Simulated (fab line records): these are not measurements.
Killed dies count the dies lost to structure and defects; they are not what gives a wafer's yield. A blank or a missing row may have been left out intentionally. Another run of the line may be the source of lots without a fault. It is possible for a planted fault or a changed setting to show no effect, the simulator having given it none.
fab line records	flow n5_finfet
[record] lots = 8	wafers = 24	last_day = 18
route steps=1938 shown SD_EPI_N@275 SD_EPI_P@305 BEOL_M4@1111 PASSIVATION@1936
lots that met no fault: taken from a fault-free run of the same line
start_h: the number of hours between the record's first day and the start of the first shown wafer of the lot	wait_h: how many hours have passed since the lot's step before this one	" identical to the entry in the row above	L1.1+2: a row that stands for several wafers	- either no value or no given start	* or withheld: withheld	< > ~ a bound
route shown NAME@n: names a module that has steps shown in the file, with the first one's number in the route	usual: average and standard deviation across the fault-free wafers	same: alike in all rows	chamber/n: place in a boat	sites: each site's reading	_std_site: standard deviation of those values	_edge_site: inner sites' mean taken away from outer sites' mean	radius_mm: how far each site lies from the wafer's centre	mask NAME#n: copy n	behind: the last tool/chamber to shape the wafer	hold: why the lot went on hold/how many hours it stayed there/how the hold came to an end	device: transistor that didn't switch, given as n, p or np	end of line: the tests these same wafers got at the end of their route	step lacking rows: just its recipe	killed: at the first sort, the dies lost to defects and structure; wafer yield is something else	map: shows each die of a wafer: x if killed, . if not, _ if none is there
set.NAME: setting as actually run; set.NAME@STEP: the setting as run at that earlier step	model.NAME: the simulator's own value behind a step, which no gauge read
steps of the route over a sample of lots; a table a step, a row a wafer
services: the hour from which a tool's chamber was out of use, counted from the record's first day as start_h (under 0 if before that day), plus the number of hours and why
[[steps]]
[step N5_SD_EPI_N_ETCH_35]
[recipe] chemistry = N2/H2	target = SOC	overetch_a = 1080	mask_material = SiARC	temp_c = 40	ion_energy_ev = 100	source_w = 3000	bias_w = 133	pressure_mtorr = 20	time_s = 486	n2_flow_sccm = 200	h2_flow_sccm = 200
[usual] drypump_motor_current_A = 5.7/0.45	h2_flow_sccm = 200.0/0.54	oes_product_au = 0.69/0.055	rf_vpp_V = 241.2/1.3	showerhead_plenum_p_Torr = 2.57/0.069	throttle_valve_pct = 23.64/0.26
lot.wafer	tool	chamber	start_h	wait_h	drypump_motor_current_A	h2_flow_sccm	oes_product_au	rf_hours_counter_h	rf_vpp_V	showerhead_plenum_p_Torr	throttle_valve_pct
L584.1	rie_diel-03	3	100.44	0.0	5.9	199.8	0.62	223	242.0	2.62	23.80
L584.2	"	0	"	"	5.4	199.3	0.74	79	242.4	2.67	23.22
L584.6	"	2	"	"	5.2	199.6	0.70	-	239.6	2.53	23.41
L585.1	rie_diel-03	3	107.33	0.0	5.9	200.4	0.62	224	240.0	2.62	23.79
L585.2	"	1	"	"	5.4	199.5	0.71	115	240.0	2.56	23.56
L585.4	"	2	"	"	5.2	200.5	0.70	142	242.1	2.53	23.40
L588.2	rie_diel-03	2	125.59	0.0	5.2	200.5	0.70	149	240.6	2.52	23.42
L588.3	"	1	"	"	5.4	200.7	0.70	122	240.9	2.56	23.57
L588.4	"	0	"	"	5.3	199.5	0.74	87	243.2	2.66	23.24
L590.1	rie_diel-03	1	131.85	0.0	5.4	199.6	0.70	124	241.1	2.56	23.56
L590.2	"	3	"	"	6.0	200.7	0.62	235	240.7	2.61	23.80
L590.5	"	2	"	"	5.2	199.9	0.70	-	241.7	2.52	23.42
L591.1	rie_diel-01	1	137.60	0.0	5.1	200.3	0.63	222	242.6	2.63	23.80
L591.5	"	1	"	"	5.1	199.7	0.64	-	242.4	2.63	23.81
L591.6	"	2	"	"	4.8	200.4	0.66	-	238.5	2.44	24.05
L592.1	rie_diel-04	1	144.38	0.0	6.0	200.1	0.78	32	240.8	2.60	23.86
L592.3	"	2	"	"	6.1	200.1	0.63	228	241.9	2.50	23.40
L592.5	"	3	"	"	5.9	200.4	0.65	-	242.0	2.61	23.59
L593.2	rie_diel-04	3	150.90	0.0	5.9	199.4	0.65	196	240.9	2.61	23.58
L593.3	"	2	"	"	6.1	200.7	0.63	230	239.6	2.50	23.42
L593.4	"	1	"	"	6.0	199.3	0.77	33	241.0	2.59	23.85
L599.1	rie_diel-04	0	186.13	0.0	6.1	199.6	0.67	174	240.0	2.52	24.03
L599.4	"	3	"	"	5.9	200.5	0.64	210	243.4	2.61	23.62
L599.5	"	3	"	"	5.9	199.5	0.65	-	239.9	2.61	23.60
[step N5_SD_EPI_N_SD_RECESS_17]
[recipe] chemistry = HBr/Cl2/O2	target_depth_a = 410	mask_material = SOC	time_s = 23.7	bt_time_s = 3	pressure_mtorr = 10	icp_w = 800	bias_w = 112	HBr_flow_sccm = 150	Cl2_flow_sccm = 80	O2_flow_sccm = 12
[usual] drypump_motor_current_A = 6.0/0.63	oes_product_au = 1.006/0.013	throttle_valve_pct = 37.1/0.34
lot.wafer	tool	chamber	start_h	wait_h	drypump_motor_current_A	oes_product_au	rf_hours_counter_h	throttle_valve_pct
L584.1	rie_si-02	2	101.03	0.0	6.7	0.987	107	36.7
L584.2	"	1	"	"	6.8	1.004	54	37.5
L584.6	"	2	"	"	6.7	0.988	-	36.7
L585.1	rie_si-03	3	107.92	0.0	5.3	1.035	7	37.1
L585.2	"	0	"	"	4.7	0.992	64	37.0
L585.4	"	2	"	"	6.2	1.011	81	36.7
L588.2	rie_si-03	2	126.19	0.0	6.2	1.013	81	36.7
L588.3	"	3	"	"	5.3	1.036	7	37.1
L588.4	"	1	"	"	5.7	0.983	14	36.9
L590.1	rie_si-03	0	132.44	0.0	4.6	0.998	64	37.0
L590.2	"	3	"	"	5.3	1.044	7	37.1
L590.5	"	0	"	"	4.7	0.991	-	37.0
L591.1	rie_si-02	1	138.20	0.0	6.8	1.004	55	37.5
L591.5	"	2	"	"	6.7	0.992	-	36.7
L591.6	"	1	"	"	6.8	1.006	-	37.5
L592.1	rie_si-01	1	144.97	0.0	5.8	0.995	52	36.8
L592.3	"	2	"	"	5.4	1.021	6	37.1
L592.5	"	2	"	"	5.4	1.025	-	37.1
L593.2	rie_si-03	3	151.50	0.0	5.3	1.037	7	37.1
L593.3	"	2	"	"	6.2	1.006	82	36.7
L593.4	"	0	"	"	4.6	0.984	65	37.0
L599.1	rie_si-02	2	186.73	0.0	6.7	0.999	109	36.7
L599.4	"	1	"	"	6.8	1.007	56	37.5
L599.5	"	2	"	"	6.7	0.989	-	36.6
[step N5_SD_EPI_N_PRECLEAN_49]
[recipe] chemistry = NF3:NH3	afs_cycles = 1	temp_c = 30	time_s = 20	sublimation_temp_c = 180	sublimation_time_s = 60	pressure_torr = 3	rf_power_w = 30
[usual] sublimation_temp_c = 179.99/0.16
[same] sublimation_time_s = 60
lot.wafer	tool	chamber	start_h	wait_h	sublimation_temp_c
L584.1	remote_plasma-01	0	103.91	0.0	179.93
L584.2	"	0	"	"	179.93
L584.6	"	0	"	"	179.88
L585.1	remote_plasma-02	0	110.74	0.0	179.56
L585.2	"	0	"	"	180.07
L585.4	"	0	"	"	179.94
L588.2	remote_plasma-01	0	130.75	0.1	180.03
L588.3	"	0	"	"	179.93
L588.4	"	0	"	"	180.06
L590.1	remote_plasma-02	0	136.98	0.0	179.87
L590.2	"	0	"	"	179.80
L590.5	"	0	"	"	179.79
L591.1	remote_plasma-01	0	144.04	0.0	179.95
L591.5	"	0	"	"	179.82
L591.6	"	0	"	"	179.98
L592.1	remote_plasma-01	0	147.78	0.0	180.05
L592.3	"	0	"	"	180.06
L592.5	"	0	"	"	179.88
L593.2	remote_plasma-01	1	155.08	0.1	180.04
L593.3	"	1	"	"	180.01
L593.4	"	1	"	"	179.97
L599.1	remote_plasma-02	0	190.27	0.0	179.96
L599.4	"	0	"	"	179.91
L599.5	"	0	"	"	180.09
[step N5_SD_EPI_N_INSPECT_26]
[recipe] inspect_instrument = darkfield	mode = post_epi
[usual] raw_defect_count = 203/45
lot.wafer	tool	chamber	start_h	wait_h	raw_defect_count
L584.1	defect_inspect-02	-	104.36	0.1	181
L584.2	"	-	"	"	270
L584.6	"	-	"	"	220
L585.1	defect_inspect-01	-	111.19	0.1	236
L585.2	"	-	"	"	207
L585.4	"	-	"	"	252
L588.2	defect_inspect-01	-	131.35	0.1	184
L588.3	"	-	"	"	182
L588.4	"	-	"	"	212
L590.1	defect_inspect-01	-	137.46	0.1	217
L590.2	"	-	"	"	204
L590.5	"	-	"	"	139
L591.1	defect_inspect-01	-	144.67	0.1	1093
L591.5	"	-	"	"	1145
L591.6	"	-	"	"	1097
L592.1	defect_inspect-02	-	148.23	0.1	1116
L592.3	"	-	"	"	1123
L592.5	"	-	"	"	1127
L593.2	defect_inspect-01	-	155.80	0.1	1097
L593.3	"	-	"	"	1084
L593.4	"	-	"	"	1085
L599.1	defect_inspect-02	-	190.78	0.1	299
L599.4	"	-	"	"	244
L599.5	"	-	"	"	213
[step N5_SD_EPI_P_INSPECT_11]
[recipe] mode = adi	inspect_instrument = macro
[usual] raw_defect_count = 2.0/1.4
lot.wafer	tool	chamber	start_h	wait_h	raw_defect_count
L584.1	defect_inspect-01	-	104.82	0.0	2
L584.2	"	-	"	"	3
L584.6	"	-	"	"	3
L585.1	defect_inspect-01	-	111.65	0.0	4
L585.2	"	-	"	"	2
L585.4	"	-	"	"	2
L588.2	defect_inspect-01	-	131.80	0.0	1
L588.3	"	-	"	"	4
L588.4	"	-	"	"	2
L590.1	defect_inspect-01	-	137.91	0.0	3
L590.2	"	-	"	"	4
L590.5	"	-	"	"	0
L591.1	defect_inspect-01	-	145.12	0.0	>300
L591.5	"	-	"	"	>300
L591.6	"	-	"	"	>300
L592.1	defect_inspect-01	-	148.68	0.0	>300
L592.3	"	-	"	"	>300
L592.5	"	-	"	"	>300
L593.2	defect_inspect-02	-	156.25	0.0	>300
L593.3	"	-	"	"	>300
L593.4	"	-	"	"	>300
L599.1	defect_inspect-02	-	191.23	0.0	3
L599.4	"	-	"	"	2
L599.5	"	-	"	"	0
[step N5_SD_EPI_P_DESCUM_14]
[recipe] chemistry = O2	time_s = 7.9	source_power_w = 50	bias_power_w = 20	pressure_mtorr = 20	rf_frequency_hz = 2.712e+07	temp_c = 40	resist = CAR-ArF-block	o2_flow_sccm = 225
[usual] drypump_motor_current_A = 5.6/0.52	oes_product_au = 0.77/0.08	rf_vpp_V = 243.7/1.6	showerhead_plenum_p_Torr = 2.11/0.09	throttle_valve_pct = 20.47/0.26
lot.wafer	tool	chamber	start_h	wait_h	drypump_motor_current_A	oes_product_au	rf_hours_counter_h	rf_vpp_V	showerhead_plenum_p_Torr	throttle_valve_pct
L584.1	rie_diel-02	1	105.01	0.2	5.7	0.69	232	241.8	1.98	20.91
L584.2	"	0	"	"	5.2	0.77	126	244.7	2.20	20.79
L584.6	"	3	"	"	5.5	0.77	-	246.0	2.17	20.49
L585.1	rie_diel-06	1	111.68	0.0	6.6	0.91	16	244.7	2.21	19.96
L585.2	"	2	"	"	5.9	0.68	222	244.6	2.06	20.65
L585.4	"	0	"	"	5.2	0.76	133	241.0	2.00	20.34
L588.2	rie_diel-06	0	131.97	0.2	5.1	0.75	139	242.9	1.99	20.35
L588.3	"	3	"	"	6.5	0.75	144	245.5	2.18	20.26
L588.4	"	1	"	"	6.6	0.90	23	245.1	2.21	19.96
L590.1	rie_diel-02	1	138.07	0.2	5.6	0.68	238	240.8	1.97	20.90
L590.2	"	3	"	"	5.5	0.76	139	246.3	2.17	20.52
L590.5	"	1	"	"	5.6	0.69	-	241.9	1.97	20.93
L591.1	rie_diel-05	1	145.18	0.1	5.7	0.89	37	243.0	2.14	20.47
L591.5	"	1	"	"	5.7	0.89	-	244.1	2.14	20.49
L591.6	"	3	"	"	5.6	0.75	-	243.6	2.19	20.24
L592.1	rie_diel-05	2	148.72	0.0	5.0	0.73	182	242.4	2.15	20.72
L592.3	"	1	"	"	5.7	0.89	39	244.8	2.14	20.48
L592.5	"	2	"	"	5.0	0.73	-	243.9	2.15	20.73
L593.2	rie_diel-02	3	156.28	0.0	5.5	0.75	144	242.7	2.17	20.53
L593.3	"	0	"	"	5.2	0.74	147	245.4	2.19	20.83
L593.4	"	0	"	"	5.2	0.74	-	245.4	2.19	20.82
L599.1	rie_diel-05	2	191.34	0.1	5.0	0.71	195	244.6	2.14	20.76
L599.4	"	3	"	"	5.6	0.73	169	244.4	2.18	20.27
L599.5	"	3	"	"	5.6	0.73	-	244.2	2.18	20.27
[step N5_BEOL_M4_RC_MEAS_101]
[usual] DIBL_N = 36.2/1.7	DIBL_P = 36.2/2.2	IOFF_N = 0.16/0.035	IOFF_P = 0.21/0.042	ION_N = 673/13	ION_P = 462/7.9	SS_N = 71.4/0.59	SS_P = 73.2/0.7	VT_N = 250/3.6	VT_P = -251/3.5
lot.wafer	tool	chamber	start_h	wait_h	DIBL_N[mV/V]	DIBL_P[mV/V]	IOFF_N[nA/um]	IOFF_P[nA/um]	ION_N[uA/um]	ION_P[uA/um]	SS_N[mV/dec]	SS_P[mV/dec]	VT_N[mV]	VT_P[mV]
L584.1	prober-01	0	218.85	0.0	35.0	34.7	0.13	0.21	654	466	71.3	72.4	254	-251
L584.2	"	0	"	"	37.7	37.1	0.17	0.25	668	464	71.3	73.0	250	-247
L584.6	"	0	"	"	35.9	35.6	0.14	0.24	655	464	70.4	72.9	252	-247
L585.1	prober-01	0	233.47	0.0	38.1	38.7	0.19	0.24	695	468	72.1	73.9	248	-246
L585.2	"	0	"	"	37.1	37.4	0.17	0.22	678	464	72.0	73.7	250	-250
L585.4	"	0	"	"	38.6	39.1	0.19	0.25	681	466	72.6	74.6	245	-246
L588.2	prober-02	0	244.27	0.2	35.3	34.2	0.12	0.16	662	457	70.2	72.5	255	-255
L588.3	"	0	"	"	37.7	37.2	0.16	0.19	686	458	71.1	73.5	249	-253
L588.4	"	0	"	"	37.8	38.8	0.16	0.22	677	464	72.0	73.0	250	-252
L590.1	prober-01	0	244.91	0.0	37.7	39.0	0.17	0.26	668	463	71.2	73.8	251	-245
L590.2	"	0	"	"	34.2	34.5	0.12	0.19	659	464	71.6	72.0	252	-250
L590.5	"	0	"	"	35.3	36.8	0.14	0.22	666	460	71.3	73.0	250	-248
L591.1	prober-02	0	250.91	0.0	36.0	36.3	0.17	0.21	684	466	71.8	73.6	251	-251
L591.5	"	0	"	"	33.5	33.6	0.12	0.18	668	463	70.9	72.8	255	-253
L591.6	"	0	"	"	37.8	38.1	0.20	0.26	684	464	71.9	74.1	247	-247
L592.1	prober-02	0	253.65	0.0	34.7	33.5	0.11	0.16	652	449	70.9	72.8	255	-254
L592.3	"	0	"	"	32.8	31.6	0.10	0.13	648	441	70.4	72.4	258	-256
L592.5	"	0	"	"	34.0	32.5	0.11	0.15	664	447	70.9	72.4	254	-256
L593.2	prober-02	0	277.09	0.2	36.2	35.5	0.16	0.21	670	465	71.2	73.1	251	-249
L593.3	"	0	"	"	35.4	35.1	0.16	0.21	677	468	71.6	73.0	249	-249
L593.4	"	0	"	"	36.9	37.5	0.17	0.24	676	462	72.2	73.1	249	-249
L599.1	prober-01	0	305.78	0.0	34.9	36.8	0.15	0.17	665	450	70.6	73.9	252	-257
L599.4	"	0	"	"	35.1	35.5	0.14	0.16	672	451	71.4	73.2	252	-259
L599.5	"	0	"	"	34.1	35.1	0.13	0.16	666	454	71.0	73.1	255	-258
[step N5_PASSIVATION_PROBE_49]
[usual] defect_limited_yield = 91.4/1.4	killed_at_M0_to_M3 = 31/10	killed_at_M4_up = 14/5.6	killed_at_contacts = 13/6.3	killed_at_front_end = 39/10	killed_at_other = 4/3.1	killed_dies = 101/16	killed_on_rim = 13/3.9	killed_open = 65/13	killed_short = 34/7.2	sort_bin_5_function = 5.1/0.88	sort_bin_6_memory = 3.2/0.66	sort_n_pass = 1079/16	sort_yield_pct = 91.4/1.4
[same] gross_dies = 1180	killed_at_back_side = 0	sort_bin_4_leakage[%] = 0	sort_bin_8_speed[%] = 0
lot.wafer	tool	chamber	start_h	wait_h	defect_limited_yield[%]	killed_at_M0_to_M3	killed_at_M4_up	killed_at_contacts	killed_at_front_end	killed_at_other	killed_dies	killed_on_rim	killed_open	killed_short	sort_bin_5_function[%]	sort_bin_6_memory[%]	sort_n_pass	sort_yield_pct[%]
L584.1	prober-02	-	325.07	0.0	91.8	43	8	7	38	1	97	9	57	40	5.0	3.0	1083	91.8
L584.2	prober-02	-	325.12	0.1	90.7	37	13	8	50	2	110	12	64	45	5.0	3.3	1070	90.7
L584.6	prober-02	-	325.32	0.3	91.4	22	11	7	48	13	101	16	55	44	5.3	2.6	1079	91.4
L585.1	prober-02	-	332.68	0.1	90.6	58	4	8	38	3	111	17	66	44	5.3	3.7	1069	90.6
L585.2	prober-02	-	332.73	0.1	92.7	34	9	5	37	1	86	9	50	34	4.1	2.9	1094	92.7
L585.4	prober-02	-	332.83	0.2	93.1	33	10	12	24	2	81	15	46	34	4.2	2.5	1099	93.1
L588.2	prober-01	-	346.59	0.1	91.8	33	11	17	32	4	97	11	57	40	5.0	3.0	1083	91.8
L588.3	prober-01	-	346.64	0.1	88.9	55	21	18	37	0	131	15	81	47	6.9	3.6	1049	88.9
L588.4	prober-01	-	346.69	0.2	91.5	36	14	19	27	4	100	14	68	29	5.9	2.3	1080	91.5
L590.1	prober-02	-	351.01	0.0	89.2	43	13	23	44	5	128	21	93	33	6.1	4.6	1052	89.2
L590.2	prober-02	-	351.06	0.1	91.8	22	16	21	34	4	97	5	60	37	4.0	3.6	1083	91.8
L590.5	prober-02	-	351.21	0.2	89.9	16	22	24	51	6	119	14	67	50	6.4	3.0	1061	89.9
L592.1	prober-02	-	361.99	0.0	86.4	16	13	22	110	0	161	31	57	35	7.6	3.7	1019	86.4
L592.3	prober-02	-	362.09	0.1	87.4	25	13	6	100	5	149	29	50	29	7.7	2.5	1031	87.4
L592.5	prober-02	-	362.19	0.2	84.9	22	16	21	118	1	178	31	63	39	8.5	4.2	1002	84.9
L591.1	prober-01	-	362.12	0.0	86.9	20	21	14	99	1	155	34	55	30	7.5	3.6	1025	86.9
L591.5	prober-01	-	362.32	0.2	86.5	29	16	13	98	3	159	30	63	26	8.0	3.2	1021	86.5
L591.6	prober-01	-	362.37	0.3	86.8	22	19	15	100	0	156	26	62	26	8.2	2.9	1024	86.8
L593.2	prober-02	-	388.07	0.1	79.5	33	8	11	178	12	242	11	74	29	12.3	5.0	938	79.5
L593.3	prober-02	-	388.12	0.1	79.7	33	8	16	179	3	239	13	59	35	13.0	4.3	941	79.7
L593.4	prober-02	-	388.17	0.2	78.9	31	10	26	177	5	249	15	72	38	13.2	4.3	931	78.9
L599.1	prober-02	-	436.37	0.0	92.4	27	6	5	49	3	90	14	56	34	4.4	2.9	1090	92.4
L599.4	prober-02	-	436.52	0.2	91.9	26	10	8	49	2	95	12	67	28	4.2	3.7	1085	91.9
L599.5	prober-02	-	436.57	0.2	93.3	32	9	2	35	1	79	3	57	22	4.1	2.3	1101	93.3
// killed by level:class
L584.1 GATE_CUT:geometric_particle:short=12 BEOL_M2:geometric_particle:open=10 BEOL_M4:geometric_particle:open=6 GATE_CUT:geometric_particle:open=6 BEOL_M3:geometric_particle:open=6 BEOL_M0_SAQP:geometric_particle:short=5 BEOL_M0_SAQP:geometric_particle:open=5 BEOL_M0:geometric_particle:short=4
L584.2 BEOL_M2:geometric_particle:open=13 STI_FIN_REVEAL:geometric_particle:open=10 GATE_CUT:geometric_particle:short=10 BEOL_M0_SAQP:geometric_particle:open=7 FIN_SAQP:geometric_particle:short=5 FIN_SAQP:geometric_particle:open=5 BEOL_M0_SAQP:geometric_particle:short=5 MOL_CONTACT_COAG:geometric_particle:open=5
L584.6 FIN_SAQP:geometric_particle:short=9 BEOL_M0_SAQP:geometric_particle:short=9 MOL_CONTACT_COAG:geometric_particle:open=7 FIN_SAQP:geometric_particle:open=6 GATE_CUT:geometric_particle:short=6 BEOL_M0_SAQP:geometric_particle:open=6 STI_FIN_REVEAL:geometric_particle:open=5 PASS1_DEP:geometric_particle:open=5
L585.1 BEOL_M0_SAQP:geometric_particle:short=26 BEOL_M0_SAQP:geometric_particle:open=22 FIN_SAQP:geometric_particle:short=7 FIN_SAQP:geometric_particle:open=7 MOL_CONTACT_COAG:geometric_particle:open=7 STI_FIN_REVEAL:geometric_particle:open=6 DUMMY_GATE:geometric_particle:open=6 DUMMY_GATE:geometric_particle:short=3
L585.2 BEOL_M0_SAQP:geometric_particle:short=13 BEOL_M0_SAQP:geometric_particle:open=10 FIN_SAQP:geometric_particle:open=8 DUMMY_GATE:geometric_particle:open=8 FIN_SAQP:geometric_particle:short=7 MOL_CONTACT_COAG:geometric_particle:open=5 BEOL_M3:geometric_particle:open=5 BEOL_M1:geometric_particle:open=4
L585.4 BEOL_M0_SAQP:geometric_particle:short=13 MOL_CONTACT_COAG:geometric_particle:open=9 BEOL_M2:geometric_particle:open=7 FIN_SAQP:geometric_particle:short=4 DUMMY_GATE:geometric_particle:open=4 BEOL_M0_SAQP:geometric_particle:open=4 GATE_CUT:geometric_particle:short=3 MOL_CONTACT_COAG:geometric_particle:short=3
L588.2 BEOL_M0_SAQP:geometric_particle:short=13 MOL_CONTACT_COAG:geometric_particle:open=12 BEOL_M4:geometric_particle:open=8 FIN_SAQP:geometric_particle:open=7 BEOL_M0:geometric_particle:open=7 FIN_SAQP:geometric_particle:short=6 STI_FIN_REVEAL:geometric_particle:open=6 MOL_CONTACT_COAG:geometric_particle:short=5
L588.3 BEOL_M0_SAQP:geometric_particle:short=16 MOL_CONTACT_COAG:geometric_particle:open=16 FIN_SAQP:geometric_particle:short=12 BEOL_M0_SAQP:geometric_particle:open=10 BEOL_M3:geometric_particle:open=9 BEOL_M4:geometric_particle:open=9 STI_FIN_REVEAL:geometric_particle:open=7 BEOL_M5:geometric_particle:open=5
L588.4 MOL_CONTACT_COAG:geometric_particle:open=15 FIN_SAQP:geometric_particle:open=8 BEOL_M0_SAQP:geometric_particle:short=8 BEOL_M0_SAQP:geometric_particle:open=7 FIN_SAQP:geometric_particle:short=6 BEOL_M0:geometric_particle:open=6 STI_FIN_REVEAL:geometric_particle:open=4 BEOL_M1:geometric_particle:short=4
L590.1 MOL_CONTACT_COAG:geometric_particle:open=19 STI_FIN_REVEAL:geometric_particle:open=14 BEOL_M2:geometric_particle:open=10 BEOL_M1:geometric_particle:open=9 BEOL_M0_SAQP:geometric_particle:short=7 FIN_SAQP:geometric_particle:open=6 BEOL_M0_SAQP:geometric_particle:open=6 BEOL_M4:geometric_particle:open=5
L590.2 MOL_CONTACT_COAG:geometric_particle:open=14 BEOL_M5:geometric_particle:open=8 GATE_CUT:geometric_particle:short=7 MOL_CONTACT_COAG:geometric_particle:short=7 STI_FIN_REVEAL:geometric_particle:open=6 BEOL_M3:geometric_particle:open=6 STARTING-WAFER:geometric_particle:open=6 BEOL_M1:geometric_particle:open=4
L590.5 MOL_CONTACT_COAG:geometric_particle:open=17 FIN_SAQP:geometric_particle:short=11 GATE_CUT:geometric_particle:short=10 BEOL_M4:geometric_particle:open=10 STI_FIN_REVEAL:geometric_particle:open=7 MOL_CONTACT_COAG:geometric_particle:short=7 BEOL_M5:geometric_particle:open=5 STI_FIN_REVEAL:geometric_particle:short=4
L592.1 SD_EPI_N:unspecified=69 MOL_CONTACT_COAG:geometric_particle:open=16 FIN_SAQP:geometric_particle:short=9 FIN_SAQP:geometric_particle:open=8 BEOL_M4:geometric_particle:open=8 GATE_CUT:geometric_particle:short=7 MOL_CONTACT_COAG:geometric_particle:short=6 BEOL_M0_SAQP:geometric_particle:open=5
L592.3 SD_EPI_N:unspecified=68 BEOL_M2:geometric_particle:open=7 FIN_SAQP:geometric_particle:short=6 MOL_CONTACT_COAG:geometric_particle:open=6 GATE_CUT:geometric_particle:short=5 BEOL_M0_SAQP:geometric_particle:open=5 BEOL_M0_SAQP:geometric_particle:short=5 BEOL_M4:geometric_particle:open=5
L591.1 SD_EPI_N:unspecified=66 MOL_CONTACT_COAG:geometric_particle:open=10 BEOL_M4:geometric_particle:open=8 DUMMY_GATE:geometric_particle:short=6 BEOL_M0_SAQP:geometric_particle:open=6 DUMMY_GATE:geometric_particle:open=5 GATE_CUT:geometric_particle:short=5 BEOL_M3:geometric_particle:short=5
L592.5 SD_EPI_N:unspecified=74 MOL_CONTACT_COAG:geometric_particle:open=20 FIN_SAQP:geometric_particle:short=17 BEOL_M0_SAQP:geometric_particle:short=8 BEOL_M4:geometric_particle:open=8 FIN_SAQP:geometric_particle:open=6 GATE_CUT:geometric_particle:short=6 BEOL_M2:geometric_particle:open=6
L591.5 SD_EPI_N:unspecified=68 MOL_CONTACT_COAG:geometric_particle:open=10 FIN_SAQP:geometric_particle:open=8 BEOL_M0_SAQP:geometric_particle:open=7 BEOL_M0_SAQP:geometric_particle:short=6 BEOL_M1:geometric_particle:open=6 BEOL_M5:geometric_particle:open=5 FIN_SAQP:geometric_particle:short=4
L591.6 SD_EPI_N:unspecified=65 MOL_CONTACT_COAG:geometric_particle:open=10 BEOL_M4:geometric_particle:open=10 FIN_SAQP:geometric_particle:open=8 BEOL_M3:geometric_particle:short=6 DUMMY_GATE:geometric_particle:open=5 MOL_CONTACT_COAG:geometric_particle:short=5 BEOL_M0_SAQP:geometric_particle:open=5
L593.2 SD_EPI_N:unspecified=139 FIN_SAQP:geometric_particle:short=11 FIN_SAQP:geometric_particle:open=11 MOL_CONTACT_COAG:geometric_particle:open=10 BEOL_M3:geometric_particle:open=8 STI_FIN_REVEAL:geometric_particle:open=7 BEOL_M2:geometric_particle:open=6 BEOL_M1:geometric_particle:open=5
L593.3 SD_EPI_N:unspecified=144 FIN_SAQP:geometric_particle:short=12 MOL_CONTACT_COAG:geometric_particle:open=12 FIN_SAQP:geometric_particle:open=7 DUMMY_GATE:geometric_particle:open=6 BEOL_M0_SAQP:geometric_particle:short=6 BEOL_M0_SAQP:geometric_particle:open=5 BEOL_M1:geometric_particle:open=5
L593.4 SD_EPI_N:unspecified=138 MOL_CONTACT_COAG:geometric_particle:open=23 FIN_SAQP:geometric_particle:short=9 FIN_SAQP:geometric_particle:open=8 STI_FIN_REVEAL:geometric_particle:open=8 BEOL_M1:geometric_particle:open=7 BEOL_M3:geometric_particle:open=5 STI_FIN_REVEAL:geometric_particle:short=4
L599.1 FIN_SAQP:geometric_particle:short=13 BEOL_M3:geometric_particle:open=10 STI_FIN_REVEAL:geometric_particle:open=9 FIN_SAQP:geometric_particle:open=7 DUMMY_GATE:geometric_particle:open=5 MOL_CONTACT_COAG:geometric_particle:open=5 BEOL_M2:geometric_particle:open=4 DUMMY_GATE:geometric_particle:short=3
L599.4 FIN_SAQP:geometric_particle:open=16 FIN_SAQP:geometric_particle:short=10 BEOL_M2:geometric_particle:open=9 STI_FIN_REVEAL:geometric_particle:open=8 MOL_CONTACT_COAG:geometric_particle:open=7 BEOL_M3:geometric_particle:open=6 BEOL_M0_SAQP:geometric_particle:open=3 BEOL_M0:geometric_particle:open=3
L599.5 FIN_SAQP:geometric_particle:open=18 BEOL_M3:geometric_particle:open=12 FIN_SAQP:geometric_particle:short=9 BEOL_M1:geometric_particle:open=5 BEOL_M2:geometric_particle:open=4 BEOL_M0_SAQP:geometric_particle:open=3 BEOL_M3:geometric_particle:short=3 BEOL_M10:geometric_particle:open=3
[[services]]
tool	chamber	start_h	hours	kind
rie_si-03	-	89.44	14.6	pm
rie_diel-02	2	106.52	6.9	repair
rie_diel-01	0	112.49	8.4	repair
rie_diel-02	1	113.58	17.4	repair
rie_diel-05	1	115.02	3.4	repair
rie_si-03	-	117.25	2.8	pm
rie_diel-02	2	118.32	7.8	repair
rie_si-03	-	125.66	0.3	repair
rie_si-01	2	127.83	8.9	repair
rie_diel-02	2	131.09	-	clean
rie_diel-02	2	131.09	-	consumable_replace:focus_ring
rie_diel-02	2	131.09	-	consumable_replace:showerhead
rie_diel-02	3	144.57	4.2	repair
rie_si-02	2	148.44	4.2	repair
remote_plasma-01	-	149.74	0.2	repair
rie_diel-03	-	150.21	4.3	pm
rie_diel-02	-	154.97	0.8	repair
rie_diel-05	0	160.21	8.9	repair
rie_diel-04	1	161.52	5.3	repair
rie_diel-03	3	180.27	-	clean
rie_diel-03	3	180.27	-	consumable_replace:focus_ring
rie_diel-03	3	180.27	28.1	scheduled_down
rie_diel-03	3	180.27	28.1	vent_cycle
rie_si-03	2	183.38	4.5	repair
[[key]]
[first_sign] step = N5_SD_EPI_N_INSPECT_26	reading = raw_defect_count	direction = up	sigmas = 20	usual = 203	struck = 1107
[effect] step = N5_SD_EPI_P_INSPECT_11	reading = raw_defect_count	direction = up	sigmas = 99+	usual = 2.0	struck = >300
[effect] step = N5_PASSIVATION_PROBE_49	reading = killed_at_front_end	direction = up	sigmas = 8.6	usual = 39	struck = 129
[more_kills_born_at] N5_SD_EPI_N_PRECLEAN_49@remote_plasma-01 = 831
met_at N5_SD_EPI_N_PRECLEAN_49
struck_lots L591,L592,L593
not_acting_at N5_SD_EPI_N_ETCH_35,N5_SD_EPI_N_SD_RECESS_17,N5_SD_EPI_P_DESCUM_14
onset_between 130.75 144.04
[fault] kind = chamber_particle_source	tool = remote_plasma-01	chamber = -	onset_h = 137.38	steps = N5_SD_EPI_N_PRECLEAN_49	rate_per_visit_cm2 = 1.4304	end_h = 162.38
